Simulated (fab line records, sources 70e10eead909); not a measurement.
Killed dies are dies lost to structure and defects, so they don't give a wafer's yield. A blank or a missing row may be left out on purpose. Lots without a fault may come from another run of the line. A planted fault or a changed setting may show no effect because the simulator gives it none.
A struck lot beside a sound one | flow nand_harc | 14 steps out of a route of 1302
Sound: wafers L434.1, L434.5, L434.6. Struck: wafer L437.2. (L437.1, L437.3 of the same lot were not struck and are left out.) The cause comes at the end.
At each step with rows: each side's tool, then ch and its chambers, then its first start. Under that, the readings that differ: sound wafers | struck wafers | difference of the means | sigmas: that difference in standard deviations of wafers without a fault.
alike: readings whose means differ by less than 2 such deviations, and words and numbers that are the same on both sides. not compared: withheld readings, readings that some wafer has no value for, bounds like >300 that may hide the same value, and numbers for which the record gives no deviation and whose values overlap.
The two part at a step that has a row with sigmas, a row that says differs or no value, or rows on one side only. Numbers that don't overlap but have no deviation are shown without sigmas and don't part them. A reading that every wafer of one side lacks parts them only if that side has two wafers or more.

NHARC_A_WL_FILL_ALD_10: deposits SiO2, target thk 50 nm, pulse time 10 s, ald cycles 500.
  sound on ald_hk-03 ch 1,2, day 25 22:59; struck on ald_hk-03 ch 1, day 27 23:27
  alike: heater_power_w, precursor_pulse_height_rel
NHARC_A_WL_FILL_ETCHBACK_16: etches the open film in C4F8/O2/Ar, target depth 120 nm, time 24 s.
  sound on rie_diel-02 ch 0,1,3; struck on rie_diel-01 ch 3
  alike: oes_product_au, rf_vpp_V
  not compared: rf_hours_counter_h
NHARC_A_WL_FILL_STRIP_29: strips in O2, time 20 s.
  sound on rie_diel-02 ch 0,3, day 26 03:46; struck on rie_diel-01 ch 3, day 28 04:13
  alike: drypump_motor_current_A, oes_product_au, rf_vpp_V, showerhead_plenum_p_Torr, throttle_valve_pct
  not compared: rf_hours_counter_h
NHARC_A_WL_FILL_ETCHBACK_17: etches the open film in Cl2/BCl3, target depth 4 nm, time 26.7 s.
  sound on rie_metal-01 ch 0,1, day 26 03:52; struck on rie_metal-03 ch 0, day 28 04:18
  alike: drypump_motor_current_A, oes_product_au
  not compared: rf_hours_counter_h
then, 3 steps without rows for these wafers: NHARC_A_WL_FILL_PRECLEAN_18 (cleans in dHF, time 30 s); NHARC_A_WL_FILL_SRD_21; NHARC_A_WL_FILL_CVD_23 (deposits poly-Si, target thk 40 nm, time 800 s).
NHARC_A_WL_FILL_ETCHBACK_26: etches the open film in HBr, target depth 52 nm, time 13.3 s.
  sound on rie_si-05 ch 0,1,2, day 26 09:05; struck on rie_si-05 ch 1, day 28 09:31
  alike: drypump_motor_current_A, oes_product_au, throttle_valve_pct
  not compared: rf_hours_counter_h
then, 4 steps without rows for these wafers: NHARC_A_WL_FILL_PRECLEAN_30 (cleans in dHF, time 10 s); NHARC_A_WL_FILL_SRD_14; NHARC_A_WL_FILL_ALD_19 (deposits TiN, target thk 2 nm, pulse time 3 s, ald cycles 100); NHARC_A_WL_FILL_CVD_20 (deposits W, target thk 100 nm, time 74 s).
NHARC_A_WL_FILL_CMP_12: polishes, t overpolish 30 s, target thk 100 nm.
  sound on cmp-04 ch 1,2, day 26 09:51; struck on cmp-04 ch 0, day 28 10:12
  reading                | sound          | struck | difference | sigmas
  time_to_endpoint_s (s) | 21.5 21.4 20.3 | 8.8    | -12.3      | -6
  alike: motor_current_A, overpolish_run_s, retaining_ring_pressure_frac
-- the record jumps here: 4 days lie between the struck wafers' starts before and after (it left off in module A_WL_FILL and takes up again in module END, whose first step shown is number 1302 of the route) --
NHARC_END_SORT_01:
  the record has rows for the struck wafers here (prober-01 ch 0, day 31 23:44) and none for the sound ones

WHERE THEY PART
First at NHARC_A_WL_FILL_CMP_12; last, within this record, at NHARC_END_SORT_01.

WHY: what the simulator had put in
Process parameter drift: cmp-04, from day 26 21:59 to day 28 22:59, at NHARC_A_WL_FILL_CMP_12. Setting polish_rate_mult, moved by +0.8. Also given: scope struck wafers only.
